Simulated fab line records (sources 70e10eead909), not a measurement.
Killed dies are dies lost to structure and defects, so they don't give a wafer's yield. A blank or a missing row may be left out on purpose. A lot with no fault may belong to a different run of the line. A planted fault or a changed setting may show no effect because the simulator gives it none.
The same fault as seen by 3 desks -- flow nandHarc -- every desk sees just its own numbers, and what lay behind them comes last

## THE TOOL OWNER'S DESK: cmp-02
The tool's own readings at NHARC_A_M1_CMP_23 (polishes, t overpolish 20 s, target thk 154.34 nm): means of the sampled wafers that have a number, for each lot that ran on this tool. If a lot's mean is further than 4 standard deviations from the usual mean, the lot is out of limits and carries the mark OUT (the distance appears in the brackets).
Columns: A = motorCurrentA at NHARC_A_M1_CMP_23, usual 11.9 A; B = timeToEndpointS at NHARC_A_M1_CMP_23, usual 28.6 s
lot,first seen here,A,B
L713,day 23 11:40,12.4,29.1
L714,day 23 13:00,11.7,29.4
L715,day 23 23:30,12.3,29.2
L725,day 27 22:53,11.2,24.1
L726,day 28 17:02,11.9,23.9
Finding of this desk: none of the 5 lots has anything out of limits.

## AT THE METROLOGY DESK
Lot by lot, what the gauges showed, no matter which tool ran the lot: averages of those sampled wafers that carry a number. If a lot's mean is further than 4 standard deviations from the usual mean, the lot is out of limits and carries the mark OUT (the distance appears in the brackets).
Columns: A = thkNm at NHARC_A_M1_THK_MEAS_24, usual 154.1 nm
lot,first seen here,A
L713,day 23 11:58,154.8
L714,day 23 13:19,155.5
L715,day 23 23:49,152.7
L717,day 24 06:50,153.4
L725,day 27 23:08,150.8
L726,day 28 17:16,153.2
L727,day 28 23:19,155.1
L728,day 29 07:53,153.3
L732,day 30 13:37,154.5
L735,day 31 20:02,155.1
L734,day 31 21:34,153.0
L736,day 33 02:13,154.5
Finding of this desk: none of the 12 lots has anything out of limits.

## THE DEFECT DESK
What the inspections along the route counted, lot by lot: means of the sampled wafers that have a number. If a lot's mean is further than 4 standard deviations from the usual mean, the lot is out of limits and carries the mark OUT (the distance appears in the brackets).
Columns: A = rawDefectCount at NHARC_A_M1_INSPECT_11, usual 84
lot,first seen here,A
L713,day 23 09:04,66
L714,day 23 10:50,79
L715,day 23 21:07,25
L717,day 24 04:18,110
L725,day 27 20:40,23
L726,day 28 14:46,114
L727,day 28 20:50,64
L728,day 29 05:24,71
L732,day 30 11:09,143
L735,day 31 17:31,61
L734,day 31 19:05,98
L736,day 32 23:10,113
Finding of this desk: none of the 12 lots has anything out of limits.

## ALL TOGETHER
The desk of the tool owner found nothing out of limits.
Metrology desk: nothing out of limits seen.
The defect desk saw nothing out of limits.

## WHAT HAD BEEN PUT IN BY THE SIMULATOR
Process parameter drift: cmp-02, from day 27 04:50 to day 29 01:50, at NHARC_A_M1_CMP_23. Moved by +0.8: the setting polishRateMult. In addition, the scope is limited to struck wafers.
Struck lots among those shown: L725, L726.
